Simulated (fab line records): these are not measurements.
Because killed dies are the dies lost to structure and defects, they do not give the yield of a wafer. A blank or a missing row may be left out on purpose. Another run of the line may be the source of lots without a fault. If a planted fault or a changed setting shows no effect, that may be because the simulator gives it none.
Struck lot and sound lot, side by side | flow n5-finfet | 38 steps out of a route of 1938
Sound: the wafers L342.2, L342.3, L342.4. Struck: wafer L330.4 (left out: L330.2, L330.3 of the same lot, which were not struck); the cause appears at the end.
Order at every step that has rows: each side's tool, ch and its chambers, its first start. Under that, the readings that differ: sound wafers | struck wafers | difference of the means | sigmas: that difference in standard deviations of wafers without a fault.
alike: same words and numbers on both sides, and readings whose means sit less than 2 such deviations apart. not compared: any withheld reading, any reading some wafer has no value for, any bound like >300 that may hide the same value, and any number with overlapping values for which the record gives no deviation.
Wherever a step has rows on one side only, a row that says differs or no value, or a row with sigmas, the two part there. Numbers that have no deviation but don't overlap get no sigmas and don't part them. A reading missing from all wafers of one side parts the sides only when that side holds two or more wafers.

first, 12 steps without rows for these wafers: N5_BEOL_M0_ALD_136 (deposits TaN, pulse time 2 s, purge time 3 s, co reactant purge time 2 s); N5_BEOL_M0_SURFACE_TREAT_137; N5_BEOL_M0_CVD_115 (deposits Co from CCTBA/H2, time 120 s); N5_BEOL_M0_SPUTTER_116 (material Cu, target thk 4 nm, time 7.37 s); N5_BEOL_M0_ANNEAL_117 (time 60 s); N5_BEOL_M0_SPUTTER_132 (material Cu, target thk 4 nm, time 7.37 s); N5_BEOL_M0_ANNEAL_133 (time 60 s); N5_BEOL_M0_SPUTTER_134 (material Cu, target thk 4 nm, time 7.37 s); N5_BEOL_M0_ANNEAL_135 (time 60 s); N5_BEOL_M0_SPUTTER_141 (material Cu, target thk 4 nm, time 7.37 s); N5_BEOL_M0_ECD_118 (material Cu, target thk 300 nm); N5_BEOL_M0_ANNEAL_119 (time 90 s).
N5_BEOL_M0_CMP_120: polishes, stops on SiOC, t overpolish 6.9 s.
  sound on cmp-04 ch 0,2,3, day 11 14:20; struck on cmp-04 ch 3, day 8 13:56
  reading                                           | sound          | struck | difference | sigmas
  barrier-field-endpoint-s (s)                      | 3.61 3.54 3.59 | 7.32   | +3.74      | +27
  time-to-endpoint-s (s)                            | 58 59 58       | 80     | +22        | +6
  model.SiOC_of_BEOL_M0_SAQP_ILD_DEP_01.thk-nm (nm) | 38.6 38.2 38.8 | 41.6   | +3.1       |
  alike: motor-current-A, overpolish-run-s
then, 4 steps without rows for these wafers: N5_BEOL_M0_PRE_CLEAN_131 (time 15 s); N5_BEOL_M0_CO_CAP_123 (material Co, precursor CCTBA/H2, target thk 2 nm, time 102.1 s); N5_BEOL_M0_PRE_CLEAN_124 (time 15 s); N5_BEOL_M0_DEP_125 (deposits SiCN from 3MS/NH3, target thk 8 nm, time 14 s).
N5_BEOL_M0_INSPECT_127: inspects for defects (darkfield).
  sound on defect-inspect-01, day 11 14:53; struck on defect-inspect-02, day 8 14:38
  reading          | sound    | struck | difference | sigmas
  raw-defect-count | 75 76 54 | 3603   | +3535      | +99 or more
then, 18 steps without rows for these wafers: N5_BEOL_M1_ILD_DEP_00 (deposits SiOC from DEMS/O2, target thk 79 nm, time 15.3 s); N5_BEOL_M1_PECVD_72 (deposits SiO2 from TEOS/O2, target thk 16 nm, time 18 s); N5_BEOL_M1_HM_DEP_02 (deposits TiN, target thk 20 nm); N5_BEOL_M1_COAT_61 (time 60 s, resist thk 60 nm); N5_BEOL_M1_COAT_62 (time 60 s, resist thk 12 nm); N5_BEOL_M1_COAT_73 (time 60 s, resist thk 5 nm); N5_BEOL_M1_COAT_05 (resist thk 30 nm); N5_BEOL_M1_EBR_07; N5_BEOL_M1_SOFTBAKE_06 (time 60 s); N5_BEOL_M1_EXPOSE_08 (exposes mask M1); N5_BEOL_M1_PEB_09 (peb time 60 s); N5_BEOL_M1_DEVELOP_10 (develop time 30 s); N5_BEOL_M1_DESCUM_16 (chemistry O2, time 7 s); N5_BEOL_M1_ETCH_74 (etches underlayer in N2/H2, target depth 6.5 nm, time 5.2 s); N5_BEOL_M1_ETCH_63 (etches SiARC in CF4, target depth 15.6 nm, time 26 s); N5_BEOL_M1_ETCH_64 (etches SOC in N2/H2, target depth 75 nm, overetch 15 nm, time 112.5 s); N5_BEOL_M1_STRIP_65 (strips in N2/H2); N5_BEOL_M1_STRIP_75 (strips in N2/H2).
N5_BEOL_M4_RC_MEAS_101:
  the record has rows for the sound wafers here (prober-01 ch 0, day 14 22:01) and none for the struck ones
-- here the record skips 8 days between the struck wafers' starts before and after, leaving off in module BEOL_M4 and picking up in module PASSIVATION (first step shown: number 1936 of the route) --
N5_PASSIVATION_PROBE_49:
  sound on prober-02, day 19 12:58; struck on prober-01, day 16 06:59
  reading                  | sound          | struck | difference | sigmas
  defect-limited-yield (%) | 92.8 88.0 90.6 | 0      | -90        | -60
  killed_at_M0_to_M3       | 34 63 53       | 1135   | +1085      | +99
  killed-dies              | 85 142 111     | 1180   | +1067      | +59
  killed-on-rim            | 17 19 16       | 152    | +135       | +32
  sort-n-pass              | 1095 1038 1069 | 0      | -1067      | -59
  sort-yield-pct (%)       | 92.8 88.0 90.6 | 0      | -90        | -60
  alike: killed_at_M4_up, killed-at-contacts, killed-at-front-end, killed-at-other, killed-open, killed-short, sort_bin_5_function, sort_bin_6_memory

## WHERE THEY PART
Earliest at N5_BEOL_M0_CMP_120; latest, in this record, at N5_PASSIVATION_PROBE_49.

WHY: what had been put in by the simulator
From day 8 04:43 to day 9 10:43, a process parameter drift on cmp-04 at N5_BEOL_M0_CMP_120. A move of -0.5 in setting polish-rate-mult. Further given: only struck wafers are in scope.
